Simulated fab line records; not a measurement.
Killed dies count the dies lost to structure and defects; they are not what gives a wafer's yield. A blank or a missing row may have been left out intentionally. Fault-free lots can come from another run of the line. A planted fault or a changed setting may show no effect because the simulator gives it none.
One fault through the eyes of 2 desks / flow nand_harc / each desk holds nothing but its own numbers, with what lay behind them at the end

TOOL OWNER'S DESK, rie_diel-03
The tool's own readings at NHARC_A_BONDPAD_ETCH_12 (etches the open film in CHF3/O2, target depth 220 nm, time 110 s): means of the sampled wafers that have a number, for each lot that ran on this tool. The brackets show how far a lot's mean lies from the usual mean; more than 4 standard deviations puts the lot out of limits, marked OUT.
Columns: A = drypump_motor_current_A at NHARC_A_BONDPAD_ETCH_12, usual 5.84 A; B = oes_product_au at NHARC_A_BONDPAD_ETCH_12, usual 0.963 a.u.; C = rf_fwd_power_W at NHARC_A_BONDPAD_ETCH_12, usual 496.7 W; D = rf_vpp_V at NHARC_A_BONDPAD_ETCH_12, usual 370.6 V; E = run_length_s at NHARC_A_BONDPAD_ETCH_12, usual 131.4 s; F = showerhead_plenum_p_Torr at NHARC_A_BONDPAD_ETCH_12, usual 2.41 Torr; G = throttle_valve_pct at NHARC_A_BONDPAD_ETCH_12, usual 20.573 %
lot=L397; first seen here=day 18 03:59; A=5.73; B=0.993; C=497.2; D=372.7; E=131.5; F=2.45; G=20.581
lot=L395; first seen here=day 18 04:07; A=5.74; B=0.965; C=497.2; D=371.8; E=131.6; F=2.45; G=20.579
lot=L396; first seen here=day 18 07:05; A=5.87; B=0.980; C=497.0; D=369.3; E=131.2; F=2.36; G=20.559
lot=L399; first seen here=day 18 14:32; A=5.73; B=0.992; C=497.2; D=369.4; E=131.5; F=2.35; G=20.573
lot=L398; first seen here=day 18 19:23; A=5.94; B=0.949; C=496.4; D=371.1; E=131.6; F=2.40; G=20.579
lot=L400; first seen here=day 18 19:40; A=5.69; B=0.971; C=496.8; D=370.2; E=131.5; F=2.41; G=20.570
lot=L401; first seen here=day 20 02:35; A=5.90; B=0.959; C=495.7; D=372.5; E=131.4; F=2.48; G=20.578
lot=L403; first seen here=day 20 03:26; A=6.11; B=0.965; C=495.0; D=371.2; E=131.5; F=2.44; G=20.571
lot=L406; first seen here=day 20 23:05; A=6.05; B=0.932; C=495.0; D=370.3; E=131.4; F=2.40; G=20.574
lot=L410; first seen here=day 21 09:01; A=5.66; B=0.980; C=498.6; D=369.2; E=123.9 (-21) OUT; F=2.34; G=20.565
lot=L418; first seen here=day 24 03:54; A=5.72; B=0.967; C=498.0; D=371.7; E=131.6; F=2.44; G=20.571
This desk finds L410 out of limits, L410 being first, at day 21 09:01 (run_length_s at NHARC_A_BONDPAD_ETCH_12). L397, L395, L396, L399, L398, L400, L401, L403, L406, L418 stayed within limits.

METROLOGY DESK
Lot by lot, what the gauges showed, no matter which tool ran the lot: averages of those sampled wafers that carry a number. The brackets show how far a lot's mean lies from the usual mean; more than 4 standard deviations puts the lot out of limits, marked OUT.
Columns: A = cd_nm at NHARC_A_BONDPAD_CD_MEAS_13, usual 499.4 nm
lot=L397; first seen here=day 18 04:07; A=498.5
lot=L395; first seen here=day 18 04:15; A=500.5
lot=L396; first seen here=day 18 07:13; A=501.2
lot=L399; first seen here=day 18 14:41; A=498.7
lot=L398; first seen here=day 18 19:31; A=499.2
lot=L400; first seen here=day 18 19:49; A=499.7
lot=L401; first seen here=day 20 02:45; A=499.1
lot=L403; first seen here=day 20 03:35; A=499.1
lot=L406; first seen here=day 20 23:13; A=501.1
lot=L410; first seen here=day 21 09:10; A=498.3
lot=L418; first seen here=day 24 04:02; A=499.2
This desk's finding: nothing out of limits on any of the 11 lots.

TAKEN TOGETHER
The tool owner's desk could have raised an alarm at day 21 09:01, on L410.
Nothing out of limits was seen by the metrology desk.
The metrology desk holds a record of L410, inside its limits.
The lots listed all ran NHARC_A_BONDPAD_ETCH_12 on rie_diel-03.

WHAT THE SIMULATOR HAD PUT IN
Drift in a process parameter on rie_diel-03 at NHARC_A_BONDPAD_ETCH_12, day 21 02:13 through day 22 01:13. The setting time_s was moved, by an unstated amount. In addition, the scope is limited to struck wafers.
Lots struck among those shown: L410.
Delay in hours, fault start to first out-of-limits reading, by desk: the tool owner's desk at 7.
